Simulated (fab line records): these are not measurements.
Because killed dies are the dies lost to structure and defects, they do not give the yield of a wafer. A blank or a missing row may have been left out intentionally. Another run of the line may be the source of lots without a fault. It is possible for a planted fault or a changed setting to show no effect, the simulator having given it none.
fab line records    flow n5Finfet    part 1 of 2: steps 1 to 25 of 30
[record] lots = 5  wafers = 15  lastDay = 17
route steps=1938 shown BEOL_M10@1527 BEOL_M11@1536
lots that met no fault: from a run of the same line without faults
startH: hours from the record's opening day to when the first of the lot's shown wafers began    waitH: hours elapsed since this lot's preceding step    " same as the row above    L1.1+2: one row covering several wafers at once    - value missing, or start not given    * or withheld: withheld    < > ~ a bound
route shown NAME@n: a module of which the file shows steps, and the number in the route of the first    usual: mean/standard deviation of fault-free wafers    same: alike in all rows    chamber/n: place in a boat    sites: readings site by site    _std_site: their standard deviation    _edge_site: mean of outer sites minus mean of inner sites    radiusMm: for every site, how far away it sits from the centre of the wafer    mask NAME#n: copy n    behind: the most recent tool/chamber to have shaped the wafer    hold: cause of the lot's hold/its duration in hours/its outcome    device: names the non-switching transistor (n, p or np)    end of line: the tests these same wafers got at the end of their route    a step given without rows: its recipe and nothing more    killed: at the first sort, the dies lost to defects and structure; wafer yield is something else    map: a wafer's dies, x killed, . not, _ none there
set.NAME: the setting that was run; set.NAME@STEP: the one run at that earlier step    model.NAME: the simulator's own value behind a step, which no gauge read
certain route steps with their lots: each step a table, each wafer a row
services: from which hour (startH, from the record's first day; less than 0 if before it) a tool's chamber was out of use, for how many hours, and why
[[steps]]
[step N5_BEOL_M10_SPUTTER_48]
[recipe] material = Cu  targetThkA = 120  tempC = -20  biasV = 60  powerW = 26000  chamberPressurePa = 0.13  timeS = 2
[usual] chuckGasFlowSccm = 1.26/0.05  throttleValvePct = 29.9/0.87
lot.wafer  tool           chamber  startH  waitH  chuckGasFlowSccm  throttleValvePct
L076.1     pvdSputter-03  -        231.43  0.1    1.19              30.0
L076.4     "              -        "       "      1.29              31.7
L076.6     "              -        "       "      1.25              31.7
L087.1     pvdSputter-01  -        299.95  0.1    1.26              29.2
L087.2     "              -        "       "      1.23              30.2
L087.4     "              -        "       "      1.29              30.0
L089.1     pvdSputter-02  -        316.76  0.1    1.17              30.0
L089.2     "              -        "       "      1.26              29.2
L089.5     "              -        "       "      1.27              30.9
L092.2     pvdSputter-03  -        325.59  1.7    1.28              29.4
L092.3     "              -        "       "      1.24              30.3
L092.5     "              -        "       "      1.28              31.4
L096.1     pvdSputter-02  -        355.72  0.1    1.20              31.1
L096.2     "              -        "       "      1.25              30.2
L096.3     "              -        "       "      1.28              29.4
[step N5_BEOL_M10_ECD_50]
[recipe] material = Cu  targetThkA = 3180
lot.wafer   tool      chamber  startH  waitH
L076.1+4+6  ecdCu-02  0        231.54  0.1
L087.1+2+4  ecdCu-02  1,0,0    300.09  0.1
L089.1+2+5  ecdCu-01  0,1,0    316.88  0.1
L092.2+3+5  ecdCu-02  1,0,1    325.71  0.1
L096.1+2+3  ecdCu-01  1,0,0    355.84  0.1
[step N5_BEOL_M10_ANNEAL_51]
[recipe] tempC = 225  timeS = 90  ambient = N2
[usual] wafer_temp_C_max = 225.9/0.54
lot.wafer  tool          chamber  startH  waitH  wafer_temp_C_max
L076.1     rtpAnneal-01  0        231.65  0.1    225.6
L076.4     "             0        "       "      225.7
L076.6     "             0        "       "      225.5
L087.1     rtpAnneal-01  0        300.20  0.1    225.9
L087.2     "             0        "       "      225.8
L087.4     "             0        "       "      225.8
L089.1     rtpAnneal-01  0        316.99  0.1    225.4
L089.2     "             0        "       "      225.5
L089.5     "             0        "       "      225.3
L092.2     rtpAnneal-01  0        325.99  0.2    225.5
L092.3     "             0        "       "      225.6
L092.5     "             0        "       "      225.6
L096.1     rtpAnneal-01  0        356.62  0.7    225.7
L096.2     "             0        "       "      225.6
L096.3     "             0        "       "      225.8
[step N5_BEOL_M10_CMP_52]
[recipe] stopOn = SiCOH_lowk  tOverpolishS = 7  downForcePsi = 1  platenRpm = 50  clearingPlatenDownForcePsi = 1.5  clearingPlatenRpm = 50  postCmpClean = cuAlkaline  targetThkNm = 140  clearingPlatenPadVelocityMS = 0.99484  padVelocityMS = 0.99484
[usual] barrierFieldEndpointS = 29.6/1  motorCurrentA = 6.1/0.65  overpolishRunS = 7.000/0.01  platenRpm = 50.00/0.033  slurryFilterDpKPa = 13.50/0.15  timeToEndpointS = 69/5.1
lot.wafer  tool    chamber  startH  waitH  barrierFieldEndpointS  motorCurrentA  overpolishRunS  platenRpm  slurryFilterDpKPa  timeToEndpointS
L076.4     cmp-02  1        232.03  0.2    28.4                   5.4            6.984           50.01      13.40              59
L076.1     "       2        "       "      31.4                   5.9            6.996           49.97      13.63              74
L076.6     "       3        "       "      28.3                   6.1            6.986           50.02      13.58              61
L087.2     cmp-03  0        300.54  0.3    29.4                   7.7            7.007           50.04      13.71              68
L087.1     "       1        "       "      31.5                   5.7            7.013           50.05      13.40              78
L087.4     "       2        "       "      29.5                   5.8            7.008           50.00      13.80              68
L089.2     cmp-02  3        317.33  0.2    28.3                   6.2            6.994           50.04      13.59              59
L089.1     "       0        "       "      30.2                   5.6            7.007           49.98      13.56              68
L089.5     "       2        "       "      32.0                   5.9            6.995           49.96      13.50              77
L092.3     cmp-03  0        326.24  0.2    29.1                   8.1            6.999           50.00      13.55              69
L092.2     "       1        "       "      30.9                   5.3            7.001           50.06      13.59              77
L092.5     "       0        "       "      30.0                   7.1            6.994           50.02      13.57              69
L096.1     cmp-03  1        356.91  0.3    30.4                   5.7            6.994           49.93      13.26              79
L096.3     "       2        "       "      29.5                   6.2            6.991           50.04      13.64              70
L096.2     "       3        "       "      28.4                   5.6            7.010           49.95      13.55              63
[step N5_BEOL_M10_THK_MEAS_53]
[recipe] thkMeasGauge = xrf  reads = Cu_of_BEOL_M10_ECD_50
[usual] M10_THK = 144/4.7
lot.wafer  tool          chamber  startH  waitH  M10_THK[nm]
L076.1     filmMetro-02  -        232.25  -      148
L076.4     "             -        "       "      146
L076.6     "             -        "       "      145
L087.1     filmMetro-01  -        300.80  -      142
L087.2     "             -        "       "      139
L087.4     "             -        "       "      135
L089.1     filmMetro-02  -        317.59  -      147
L089.2     "             -        "       "      146
L089.5     "             -        "       "      148
L092.2     filmMetro-02  -        326.53  -      149
L092.3     "             -        "       "      151
L092.5     "             -        "       "      139
L096.1     filmMetro-01  -        357.21  -      153
L096.2     "             -        "       "      139
L096.3     "             -        "       "      150
[step N5_BEOL_M10_PRE_CLEAN_55]
[recipe] gas = NH3  timeS = 15  tempC = withheld  rfPowerW = 300
lot.wafer   tool      chamber  startH  waitH
L076.1+4+6  pecvd-01  1,1,2    232.28  0.0
L087.1+2+4  pecvd-04  0,1,1    300.84  0.0
L089.1+2+5  pecvd-01  0,1,0    317.62  0.0
L092.2+3+5  pecvd-02  2,0,0    326.57  0.0
L096.1+2+3  pecvd-01  0,2,1    357.25  0.0
[step N5_BEOL_M10_DEP_56]
[recipe] material = SiCN  targetThkA = 150  tempC = withheld  precursor = 3MS/NH3  pressureTorr = 3  rfW = 202  timeS = 26.5
[usual] showerheadPlenumPTorr = 3.671/0.011  throttleValvePct = 9.3/0.47
lot.wafer  tool      chamber  startH  waitH  showerheadPlenumPTorr  throttleValvePct
L076.1     pecvd-01  1        232.31  0.0    3.684                  9.5
L076.4     "         1        "       "      3.683                  10.0
L076.6     "         2        "       "      3.675                  8.6
L087.1     pecvd-04  0        300.86  0.0    3.653                  9.7
L087.2     "         1        "       "      3.660                  9.4
L087.4     "         1        "       "      3.657                  9.2
L089.1     pecvd-01  0        317.65  0.0    3.671                  9.5
L089.2     "         1        "       "      3.676                  9.8
L089.5     "         0        "       "      3.674                  9.7
L092.2     pecvd-02  2        326.59  0.0    3.666                  9.1
L092.3     "         0        "       "      3.681                  10.0
L092.5     "         0        "       "      3.675                  9.8
L096.1     pecvd-01  0        357.27  0.0    3.663                  9.8
L096.2     "         2        "       "      3.686                  8.6
L096.3     "         1        "       "      3.677                  9.5
[step N5_BEOL_M10_RS_MEAS_57]
[recipe] thkMeasGauge = four-point-probe  reads = Cu_of_BEOL_M10_ECD_50+Co_of_BEOL_M10_CVD_75+TaN_of_BEOL_M10_ALD_74
[usual] M10_RS = 0.149/0.0051
lot.wafer  tool          chamber  startH  waitH  M10_RS[ohm/sq]
L076.1     filmMetro-01  -        232.38  0.1    0.147
L076.4     "             -        "       "      0.148
L076.6     "             -        "       "      0.150
L087.1     filmMetro-01  -        300.94  0.1    0.150
L087.2     "             -        "       "      0.156
L087.4     "             -        "       "      0.160
L089.1     filmMetro-02  -        317.72  0.1    0.147
L089.2     "             -        "       "      0.149
L089.5     "             -        "       "      0.147
L092.2     filmMetro-01  -        326.67  0.1    0.145
L092.3     "             -        "       "      0.143
L092.5     "             -        "       "      0.156
L096.1     filmMetro-02  -        357.34  0.1    0.140
L096.2     "             -        "       "      0.154
L096.3     "             -        "       "      0.141
[step N5_BEOL_M10_INSPECT_58]
[recipe] inspectInstrument = darkfield  mode = postDep
[usual] rawDefectCount = 76/21
lot.wafer  tool              chamber  startH  waitH  rawDefectCount
L076.1     defectInspect-02  -        232.41  0.0    98
L076.4     "                 -        "       "      65
L076.6     "                 -        "       "      101
L087.1     defectInspect-02  -        300.96  0.0    101
L087.2     "                 -        "       "      67
L087.4     "                 -        "       "      78
L089.1     defectInspect-01  -        317.75  0.0    80
L089.2     "                 -        "       "      74
L089.5     "                 -        "       "      80
L092.2     defectInspect-01  -        326.69  0.0    109
L092.3     "                 -        "       "      57
L092.5     "                 -        "       "      77
L096.1     defectInspect-01  -        357.37  0.0    117
L096.2     "                 -        "       "      78
L096.3     "                 -        "       "      71
[step N5_BEOL_M11_ILD_DEP_00]
[recipe] material = SiCOH_lowk  targetThkA = 3085.1  tempC = 300  precursor = DEMS/porogen  pressureTorr = 5  rfW = 500  timeS = 58
[usual] heaterPowerW = 308/60  showerheadPlenumPTorr = 5.740/0.011  throttleValvePct = 14.0/0.7
lot.wafer  tool      chamber  startH  waitH  heaterPowerW  showerheadPlenumPTorr  throttleValvePct
L076.1     pecvd-03  2        232.45  0.0    227           5.742                  12.9
L076.4     "         0        "       "      248           5.756                  13.4
L076.6     "         2        "       "      238           5.726                  12.7
L087.1     pecvd-03  0        301.00  0.0    276           5.744                  13.6
L087.2     "         2        "       "      236           5.731                  12.8
L087.4     "         2        "       "      244           5.731                  13.0
L089.1     pecvd-02  2        317.78  0.0    364           5.727                  13.7
L089.2     "         0        "       "      414           5.762                  14.7
L089.5     "         2        "       "      358           5.723                  13.9
L092.2     pecvd-03  0        326.73  0.0    277           5.739                  13.4
L092.3     "         1        "       "      272           5.752                  14.0
L092.5     "         2        "       "      273           5.728                  13.1
L096.1     pecvd-02  2        357.41  0.0    348           5.716                  13.9
L096.2     "         0        "       "      465           5.743                  14.7
L096.3     "         2        "       "      359           5.730                  13.5
[step N5_BEOL_M11_CURE_71]
[recipe] tempC = 385  timeS = 240  ambient = He/Ar  material = SiCOH_lowk
[usual] lampPowerPct = 52.32/0.055  wafer_temp_C_max = 386.9/0.86
lot.wafer  tool       chamber  startH  waitH  lampPowerPct  wafer_temp_C_max
L076.1     uvCure-02  0        232.52  0.0    52.35         385.8
L076.4     "          0        "       "      52.33         385.8
L076.6     "          0        "       "      52.23         385.9
L087.1     uvCure-03  1        301.60  0.6    52.34         388.3
L087.2     "          1        "       "      52.32         388.5
L087.4     "          1        "       "      52.38         388.7
L089.1     uvCure-02  2        317.98  0.2    52.36         386.7
L089.2     "          2        "       "      52.34         386.2
L089.5     "          2        "       "      52.41         386.6
L092.2     uvCure-03  0        326.89  0.1    52.36         387.6
L092.3     "          0        "       "      52.41         387.0
L092.5     "          0        "       "      52.27         387.0
L096.1     uvCure-02  1        357.51  0.1    52.25         386.2
L096.2     "          1        "       "      52.33         386.2
L096.3     "          1        "       "      52.34         386.8
[step N5_BEOL_M11_THK_MEAS_01]
[recipe] reads = SiCOH_lowk_of_BEOL_M11_ILD_DEP_00
[usual] M11_ILD_THK = 269/3.8
lot.wafer  tool          chamber  startH  waitH  M11_ILD_THK[nm]
L076.1     filmMetro-02  -        233.04  0.4    266
L076.4     "             -        "       "      272
L076.6     "             -        "       "      264
L087.1     filmMetro-02  -        302.11  0.4    271
L087.2     "             -        "       "      270
L087.4     "             -        "       "      273
L089.1     filmMetro-02  -        318.49  0.4    270
L089.2     "             -        "       "      265
L089.5     "             -        "       "      277
L092.2     filmMetro-01  -        327.32  0.4    267
L092.3     "             -        "       "      262
L092.5     "             -        "       "      270
L096.1     filmMetro-02  -        358.03  0.4    276
L096.2     "             -        "       "      270
L096.3     "             -        "       "      275
[step N5_BEOL_M11_PECVD_70]
[recipe] material = SiO2  targetThkA = 200  tempC = 400  precursor = TEOS/O2  pressureTorr = 5.5  rfW = 450  teosFlowSccm = 53.8  gas = O2  flowSccm = 3000  timeS = 22.7
[usual] heaterPowerW = 713/120  showerheadPlenumPTorr = 8.78/0.042  throttleValvePct = 22.7/1.1
lot.wafer  tool      chamber  startH  waitH  heaterPowerW  showerheadPlenumPTorr  throttleValvePct
L076.1     pecvd-02  1        233.07  0.0    651           8.79                   23.3
L076.4     "         0        "       "      981           8.79                   24.0
L076.6     "         2        "       "      851           8.68                   22.1
L087.1     pecvd-03  2        302.15  0.0    677           8.70                   20.8
L087.2     "         1        "       "      621           8.76                   22.9
L087.4     "         2        "       "      668           8.75                   20.8
L089.1     pecvd-01  1        318.53  0.0    713           8.80                   24.6
L089.2     "         2        "       "      757           8.82                   21.7
L089.5     "         0        "       "      681           8.82                   23.6
L092.2     pecvd-02  0        327.36  0.0    964           8.80                   23.8
L092.3     "         2        "       "      847           8.71                   22.2
L092.5     "         0        "       "      967           8.79                   23.9
L096.1     pecvd-02  0        358.06  0.0    932           8.81                   23.8
L096.2     "         2        "       "      718           8.71                   22.6
L096.3     "         0        "       "      951           8.82                   23.9
[step N5_BEOL_M11_HM_DEP_02]
[recipe] material = TiN  targetThkA = 200  tempC = 25  chamberPressurePa = 0.49996
[usual] throttleValvePct = 30.0/0.85
lot.wafer  tool           chamber  startH  waitH  throttleValvePct
L076.1     pvdSputter-02  -        234.11  1.0    30.3
L076.4     "              -        "       "      29.6
L076.6     "              -        "       "      29.5
L087.1     pvdSputter-02  -        302.20  0.0    29.4
L087.2     "              -        "       "      31.0
L087.4     "              -        "       "      29.5
L089.1     pvdSputter-01  -        318.71  0.2    30.1
L089.2     "              -        "       "      28.5
L089.5     "              -        "       "      29.9
L092.2     pvdSputter-02  -        330.84  3.5    31.0
L092.3     "              -        "       "      29.6
L092.5     "              -        "       "      29.7
L096.1     pvdSputter-02  -        358.75  0.7    31.2
L096.2     "              -        "       "      30.5
L096.3     "              -        "       "      29.2
[step N5_BEOL_M11_COAT_59]
[recipe] resist = SOC  tempC = 250  timeS = 60  spinRpm = 1500  resistThkNm = 100
[usual] resistLineTempC = 22.99/0.1
lot.wafer  tool           chamber  startH  waitH  resistLineTempC
L076.1     lithoTrack-01  0        234.24  0.1    23.00
L076.4     "              0        "       "      22.90
L076.6     "              0        "       "      23.06
L087.1     lithoTrack-03  0        302.33  0.1    22.94
L087.2     "              0        "       "      22.93
L087.4     "              0        "       "      22.86
L089.1     lithoTrack-04  0        318.85  0.1    23.11
L089.2     "              0        "       "      23.13
L089.5     "              0        "       "      23.01
L092.2     lithoTrack-03  0        330.98  0.1    23.08
L092.3     "              0        "       "      22.99
L092.5     "              0        "       "      23.09
L096.1     lithoTrack-04  0        358.89  0.1    23.21
L096.2     "              0        "       "      22.87
L096.3     "              0        "       "      22.93
[step N5_BEOL_M11_COAT_60]
[recipe] resist = SiARC  tempC = 220  timeS = 60  spinRpm = 1500  resistThkNm = 30
[usual] resistLineTempC = 22.98/0.11
lot.wafer  tool           chamber  startH  waitH  resistLineTempC
L076.1     lithoTrack-01  0        -       -      22.85
L076.4     "              0        "       "      22.91
L076.6     "              0        "       "      22.83
L087.1     lithoTrack-03  0        -       -      22.97
L087.2     "              0        "       "      22.99
L087.4     "              0        "       "      22.93
L089.1     lithoTrack-04  0        -       -      22.96
L089.2     "              0        "       "      22.78
L089.5     "              0        "       "      22.95
L092.2     lithoTrack-03  0        -       -      23.06
L092.3     "              0        "       "      23.08
L092.5     "              0        "       "      22.99
L096.1     lithoTrack-04  0        -       -      22.92
L096.2     "              0        "       "      22.95
L096.3     "              0        "       "      22.95
[step N5_BEOL_M11_COAT_05]
[recipe] resist = CAR-ArF  spinRpm = 1500  resistThkNm = 90
[usual] resistLineTempC = 22.98/0.11
lot.wafer  tool           chamber  startH  waitH  resistLineTempC
L076.1     lithoTrack-01  0        -       -      23.14
L076.4     "              0        "       "      23.00
L076.6     "              0        "       "      23.07
L087.1     lithoTrack-03  0        -       -      22.97
L087.2     "              0        "       "      22.97
L087.4     "              0        "       "      23.01
L089.1     lithoTrack-04  0        -       -      22.83
L089.2     "              0        "       "      22.85
L089.5     "              0        "       "      22.91
L092.2     lithoTrack-03  0        -       -      22.90
L092.3     "              0        "       "      22.91
L092.5     "              0        "       "      23.06
L096.1     lithoTrack-04  0        -       -      22.99
L096.2     "              0        "       "      22.95
L096.3     "              0        "       "      23.04
[step N5_BEOL_M11_EBR_07]
[recipe] solvent = PGMEA  ebrWidthMm = 1.5
[usual] resistLineTempC = 23.01/0.12
lot.wafer  tool           chamber  startH  waitH  resistLineTempC
L076.1     lithoTrack-01  0        -       -      23.05
L076.4     "              0        "       "      22.91
L076.6     "              0        "       "      23.07
L087.1     lithoTrack-03  0        -       -      23.16
L087.2     "              0        "       "      23.12
L087.4     "              0        "       "      22.98
L089.1     lithoTrack-04  0        -       -      23.05
L089.2     "              0        "       "      23.01
L089.5     "              0        "       "      23.03
L092.2     lithoTrack-03  0        -       -      23.21
L092.3     "              0        "       "      22.99
L092.5     "              0        "       "      23.22
L096.1     lithoTrack-04  0        -       -      23.03
L096.2     "              0        "       "      23.08
L096.3     "              0        "       "      23.06
[step N5_BEOL_M11_SOFTBAKE_06]
[recipe] tempC = 110  timeS = 60  resist = CAR-ArF
[usual] resistLineTempC = 22.98/0.1
lot.wafer  tool           chamber  startH  waitH  resistLineTempC
L076.1     lithoTrack-01  0        -       -      22.84
L076.4     "              0        "       "      22.72
L076.6     "              0        "       "      22.70
L087.1     lithoTrack-03  0        -       -      22.85
L087.2     "              0        "       "      22.89
L087.4     "              0        "       "      22.85
L089.1     lithoTrack-04  0        -       -      23.07
L089.2     "              0        "       "      23.16
L089.5     "              0        "       "      23.02
L092.2     lithoTrack-03  0        -       -      23.04
L092.3     "              0        "       "      22.94
L092.5     "              0        "       "      23.09
L096.1     lithoTrack-04  0        -       -      23.10
L096.2     "              0        "       "      22.91
L096.3     "              0        "       "      23.14
[step N5_BEOL_M11_EXPOSE_08]
[recipe] maskId = M11  na = 1.35  sourceShape = dipole  sigmaInner = 0.411  sigmaOuter = 0.611  polarization = te  doseMj = 53.75
[same] dipoleOpeningDeg = 40
lot.wafer   tool            chamber  startH  waitH  mask
L076.1+4+6  arfiScanner-02  0        234.48  -      M11#0
L087.1+2+4  arfiScanner-01  0        302.45  -      M11#0
L089.1+2+5  arfiScanner-03  0        318.97  -      M11#0
L092.2+3+5  arfiScanner-03  0        331.10  -      M11#0
L096.1+2+3  arfiScanner-03  0        359.13  -      M11#0
[step N5_BEOL_M11_PEB_09]
[recipe] pebTempC = withheld  pebTimeS = 60  resist = CAR-ArF
[usual] resistLineTempC = 23.02/0.1
lot.wafer  tool           chamber  startH  waitH  resistLineTempC
L076.1     lithoTrack-01  0        234.54  0.1    23.02
L076.4     "              0        "       "      23.02
L076.6     "              0        "       "      23.02
L087.1     lithoTrack-03  0        302.51  0.1    22.98
L087.2     "              0        "       "      23.16
L087.4     "              0        "       "      23.04
L089.1     lithoTrack-04  0        319.03  0.1    23.01
L089.2     "              0        "       "      23.07
L089.5     "              0        "       "      23.03
L092.2     lithoTrack-03  0        331.16  0.0    23.10
L092.3     "              0        "       "      23.12
L092.5     "              0        "       "      22.85
L096.1     lithoTrack-03  0        359.19  0.1    22.96
L096.2     "              0        "       "      23.13
L096.3     "              0        "       "      23.09
[step N5_BEOL_M11_DEVELOP_10]
[recipe] developTimeS = 30  developer = TMAH  resist = CAR-ArF  rinseLiquid = diw  dry = airSpin  devTempC = 23
[usual] resistLineTempC = 23.02/0.1
lot.wafer  tool           chamber  startH  waitH  resistLineTempC
L076.1     lithoTrack-01  0        -       -      22.88
L076.4     "              0        "       "      22.76
L076.6     "              0        "       "      22.93
L087.1     lithoTrack-03  0        -       -      22.98
L087.2     "              0        "       "      22.96
L087.4     "              0        "       "      22.94
L089.1     lithoTrack-04  0        -       -      22.99
L089.2     "              0        "       "      22.98
L089.5     "              0        "       "      23.02
L092.2     lithoTrack-03  0        -       -      22.90
L092.3     "              0        "       "      23.00
L092.5     "              0        "       "      23.14
L096.1     lithoTrack-03  0        -       -      22.92
L096.2     "              0        "       "      22.93
L096.3     "              0        "       "      22.95
[step N5_BEOL_M11_CD_MEAS_11]
[recipe] targetCdNm = 64.1  landingEnergyEv = 500  detector = seInlens  polarity = opening
[usual] cdNm = 64.0/0.58
lot.wafer  tool      chamber  startH  waitH  cdNm
L076.1     cdSem-03  0        234.61  -      63.4
L076.4     "         0        "       "      64.7
L076.6     "         0        "       "      64.1
L087.1     cdSem-01  0        302.57  -      64.8
L087.2     "         0        "       "      64.8
L087.4     "         0        "       "      64.9
L089.1     cdSem-02  0        319.10  -      63.9
L089.2     "         0        "       "      63.9
L089.5     "         0        "       "      64.3
L092.2     cdSem-03  0        331.23  -      65.0
L092.3     "         0        "       "      63.5
L092.5     "         0        "       "      64.3
L096.1     cdSem-01  0        359.26  -      63.1
L096.2     "         0        "       "      64.6
L096.3     "         0        "       "      64.7
[step N5_BEOL_M11_OVL_MEAS_12]
[recipe] pointsPerWafer = 44
[usual] M11_OVL = -0.3/0.9
lot.wafer  tool        chamber  startH  waitH  M11_OVL[nm]
L076.1     overlay-01  0        234.64  0.0    -0.3
L076.4     "           0        "       "      0.4
L076.6     "           0        "       "      -0.8
L087.1     overlay-01  0        302.60  0.0    -0.6
L087.2     "           0        "       "      0.1
L087.4     "           0        "       "      -0.3
L089.1     overlay-02  0        319.13  0.0    -1.3
L089.2     "           0        "       "      0.6
L089.5     "           0        "       "      -0.6
L092.2     overlay-02  0        331.25  0.0    -1.8
L092.3     "           0        "       "      -0.3
L092.5     "           0        "       "      -0.6
L096.1     overlay-02  0        359.29  0.0    -0.3
L096.2     "           0        "       "      -0.2
L096.3     "           0        "       "      0.0
[step N5_BEOL_M11_INSPECT_13]
[recipe] mode = adi  inspectInstrument = brightfield
[usual] rawDefectCount = 413/91
lot.wafer  tool              chamber  startH  waitH  rawDefectCount
L076.1     defectInspect-02  -        234.66  0.0    364
L076.4     "                 -        "       "      404
L076.6     "                 -        "       "      518
L087.1     defectInspect-02  -        302.63  0.0    470
L087.2     "                 -        "       "      399
L087.4     "                 -        "       "      480
L089.1     defectInspect-01  -        319.15  0.0    316
L089.2     "                 -        "       "      348
L089.5     "                 -        "       "      367
L092.2     defectInspect-01  -        331.28  0.0    343
L092.3     "                 -        "       "      323
L092.5     "                 -        "       "      360
L096.1     defectInspect-02  -        359.31  0.0    497
L096.2     "                 -        "       "      353
L096.3     "                 -        "       "      537
